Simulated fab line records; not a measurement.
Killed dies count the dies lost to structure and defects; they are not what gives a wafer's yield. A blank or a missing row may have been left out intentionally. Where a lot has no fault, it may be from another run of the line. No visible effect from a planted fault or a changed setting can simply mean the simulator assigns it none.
Chamber matching ; flow n5_finfet ; N5_HKMG_FIN_ETCH_35 on rie_diel-04 has 4 sister chambers
The step etches SOC in N2/H2, target depth 215.8 nm, time 243.4 s. 14 wafers are shown with their chamber, then 7 later ones without.

## WAFERS, EACH WITH ITS CHAMBER
wafer;chamber;drypump_motor_current_A (A);showerhead_plenum_p_Torr (Torr);throttle_valve_pct (%)
L075.2;1;6.2;2.51;17.98
L075.3;0;6.2;2.62;17.94
L075.6;3;5.5;2.61;18.15
L078.1;3;5.5;2.61;18.15
L078.4;0;6.2;2.62;17.95
L078.6;0;6.2;2.62;17.96
L079.1;2;5.6;2.54;18.13
L079.3;1;6.3;2.51;18.00
L079.5;1;6.2;2.51;17.98
L082.2;2;5.5;2.53;18.14
L082.3;0;6.2;2.61;17.96
L082.5;1;6.3;2.50;18.01
L084.2;0;6.2;2.61;17.97
L084.4;1;6.2;2.50;18.00

SIGNATURES (means of the wafers above)
reading;chamber 0;chamber 1;chamber 2;chamber 3;scatter within a chamber
drypump_motor_current_A;6.200;6.240;5.550;5.500;0.0412
showerhead_plenum_p_Torr;2.6160;2.5060;2.5350;2.6100;0.00539
throttle_valve_pct;17.9560;17.9940;18.1350;18.1500;0.0114
Rule: distance of a wafer from a chamber = root of the sum over the readings of ((wafer's reading minus chamber's mean) / reading's scatter) squared. If the next closest chamber is less than 2 further off than the closest, the wafer can't be placed; otherwise it belongs to the closest. The scatter is the square root of a quotient: the sum, over the shown wafers, of each reading's squared deviation from its chamber's mean, divided by wafers minus chambers.

## WAFERS WITH NO CHAMBER GIVEN
wafer;drypump_motor_current_A (A);showerhead_plenum_p_Torr (Torr);throttle_valve_pct (%)
L084.5;5.6;2.53;18.13
L090.2;6.2;2.50;18.04
L090.3;5.5;2.61;17.77
L090.6;6.2;2.50;18.03
L097.1;6.2;2.49;17.58
L097.2;5.5;2.60;17.80
L097.5;5.5;2.60;17.80

## WHICH CHAMBER EACH ONE RAN IN
wafer;from the rows above;in truth
L084.5;2;2
L090.2;1;1
L090.3;0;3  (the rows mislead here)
L090.6;1;1
L097.1;1;1
L097.2;0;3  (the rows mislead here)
L097.5;0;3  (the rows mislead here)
4 of 7 placed correctly. Can't be placed from these rows: 0. 3 placed wrongly.
